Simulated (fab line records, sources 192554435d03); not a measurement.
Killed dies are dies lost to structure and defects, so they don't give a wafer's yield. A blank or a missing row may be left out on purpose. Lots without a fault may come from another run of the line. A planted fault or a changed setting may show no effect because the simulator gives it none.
A struck lot beside a sound one | flow n5_finfet | 15 steps out of a route of 1938
Sound: wafers L527.3, L527.5, L527.6. Struck: wafer L538.3. (L538.6 of the same lot was not struck and is left out.) The cause comes at the end.
At each step with rows: each side's tool, then ch and its chambers, then its first start. Under that, the readings that differ: sound wafers | struck wafers | difference of the means | sigmas: that difference in standard deviations of wafers without a fault.
alike: readings whose means differ by less than 2 such deviations, and words and numbers that are the same on both sides. not compared: withheld readings, readings that some wafer has no value for, bounds like >300 that may hide the same value, and numbers for which the record gives no deviation and whose values overlap.
The two part at a step that has a row with sigmas, a row that says differs or no value, or rows on one side only. Numbers that don't overlap but have no deviation are shown without sigmas and don't part them. A reading that every wafer of one side lacks parts them only if that side has two wafers or more.

first, 2 steps without rows for these wafers: N5_BEOL_M11_CURE_72 (cures SiCOH lowk, time 120 s); N5_BEOL_M11_DEGAS_44 (time 60 s).
N5_BEOL_M11_PRE_CLEAN_45: time 30 s.
  sound on pvd_sputter-01, day 11 01:16; struck on pvd_sputter-02, day 14 09:04
  alike: heater_power_w
N5_BEOL_M11_ALD_74: deposits TaN, target thk 2 nm, pulse time 2 s, purge time 3 s.
  sound on ald_metal-04 ch 0,1,3, day 11 01:19; struck on ald_metal-02 ch 0, day 14 09:21
  alike: heater_power_w
  not compared: since_wet_clean_h
N5_BEOL_M11_SURFACE_TREAT_76:
  sound on pvd_sputter-02, day 11 01:47; struck on pvd_sputter-03, day 14 10:41
  not compared: throttle_valve_pct
then, 1 step without rows for these wafers: N5_BEOL_M11_CVD_75 (deposits Co from CCTBA/H2, target thk 2 nm, time 138.9 s).
N5_BEOL_M11_SPUTTER_48: material Cu, target thk 12 nm, time 2 s.
  sound on pvd_sputter-01, day 11 02:10; struck on pvd_sputter-03, day 14 11:01
  alike: throttle_valve_pct
then, 2 steps without rows for these wafers: N5_BEOL_M11_ECD_50 (material Cu, target thk 318 nm); N5_BEOL_M11_ANNEAL_51 (time 90 s).
N5_BEOL_M11_CMP_52: polishes, stops on SiCOH lowk, t overpolish 7 s, target thk 140 nm.
  sound on cmp-03 ch 1,2,3, day 11 02:46; struck on cmp-03 ch 0, day 14 11:37
  reading                | sound       | struck | difference | sigmas
  motor_current_A (A)    | 5.4 5.5 5.2 | 6.7    | +1.3       | +2
  time_to_endpoint_s (s) | 63 72 67    | 58     | -9         | -2
  alike: barrier_field_endpoint_s, overpolish_run_s
N5_BEOL_M11_THK_MEAS_53: measures by xrf.
  sound on film_metro-02, day 11 02:59; struck on film_metro-02, day 14 11:50
  alike: M11_THK
then, 1 step without rows for these wafers: N5_BEOL_M11_PRE_CLEAN_55 (time 15 s).
N5_BEOL_M11_DEP_56: deposits SiCN from 3MS/NH3, target thk 30 nm, time 10.5 s.
  sound on pecvd-02 ch 0,1, day 11 03:03; struck on pecvd-02 ch 1, day 14 11:53
  reading                                   | sound          | struck | difference | sigmas
  model.SiCN_of_BEOL_M11_DEP_56.thk_nm (nm) | 29.2 29.8 30.2 | 21     | -9         |
  alike: showerhead_plenum_p_Torr, throttle_valve_pct
  not compared: since_wet_clean_h
N5_BEOL_M11_RS_MEAS_57: measures by four-point-probe.
  sound on film_metro-02, day 11 03:07; struck on film_metro-02, day 14 11:57
  alike: M11_RS
N5_PASSIVATION_PROBE_49:
  the record has rows for the struck wafers here (prober-01, day 16 04:58) and none for the sound ones

WHERE THEY PART
First at N5_BEOL_M11_CMP_52; last, within this record, at N5_PASSIVATION_PROBE_49.

WHY: what the simulator had put in
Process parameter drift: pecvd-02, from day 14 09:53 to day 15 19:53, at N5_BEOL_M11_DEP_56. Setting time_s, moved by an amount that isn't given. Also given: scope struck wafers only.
